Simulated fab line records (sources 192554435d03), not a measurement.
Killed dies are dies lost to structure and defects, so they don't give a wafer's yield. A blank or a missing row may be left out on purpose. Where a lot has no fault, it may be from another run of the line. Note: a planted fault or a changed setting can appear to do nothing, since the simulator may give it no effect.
Chamber matching	flow n5_finfet	4 sister chambers for N5_GATE_CUT_CMP_43 on cmp-03
The step polishes SiO2. 16 wafers are shown with their chamber, then 8 later ones without.

WAFERS, EACH WITH ITS CHAMBER
wafer	chamber	motor_current_A (A)	slurry_filter_dp_kPa (kPa)
L080.3	3	12.9	13.41
L080.4	2	11.5	13.79
L080.6	3	12.5	13.65
L080.1	0	12.9	13.66
L080.2	1	12.2	13.37
L080.5	2	11.7	13.49
L081.3	1	12.6	13.55
L081.4	0	12.5	13.43
L081.5	2	11.4	13.64
L082.2	0	12.7	13.51
L082.3	1	12.5	13.44
L082.6	3	12.0	13.29
L084.1	1	12.9	13.59
L084.3	2	11.6	13.29
L084.5	2	11.4	13.45
L086.2	2	10.9	13.50

SIGNATURES (averages over the wafers above)
reading	chamber 0	chamber 1	chamber 2	chamber 3	scatter within a chamber
motor_current_A	12.700	12.550	11.417	12.467	0.306
slurry_filter_dp_kPa	13.5333	13.4875	13.5267	13.4500	0.15
Rule: for a wafer and a chamber, the distance is found by dividing, reading by reading, the gap between the wafer's reading and the chamber's mean by the reading's scatter, squaring, summing and taking the root. The wafer belongs to the nearest chamber; if the next one is less than 2 further off, it can't be placed. How the scatter is found: for the shown wafers, subtract from each reading the mean of its chamber, square and add these, divide the total by (wafers less chambers), then take the root.

WAFERS WITH NO CHAMBER GIVEN
wafer	motor_current_A (A)	slurry_filter_dp_kPa (kPa)
L086.4	12.4	13.36
L086.5	13.2	13.55
L087.1	11.6	13.49
L087.4	13.4	13.27
L087.5	12.6	13.58
L097.2	11.8	13.44
L097.3	12.7	13.52
L097.5	13.0	13.50

WHICH CHAMBER EACH ONE RAN IN
wafer	from the rows above	in truth
L086.4	can't be placed: 3 or 1 or 0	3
L086.5	can't be placed: 0 or 1 or 3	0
L087.1	2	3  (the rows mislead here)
L087.4	can't be placed: 0 or 1 or 3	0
L087.5	can't be placed: 0 or 1 or 3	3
L097.2	can't be placed: 2 or 3 or 1 or 0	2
L097.3	can't be placed: 0 or 1 or 3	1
L097.5	can't be placed: 0 or 1 or 3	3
Correct placement for 0 of the 8. Cannot be placed on the basis of these rows: 7; the candidates contain the true chamber in 7. Placed wrongly: 1.
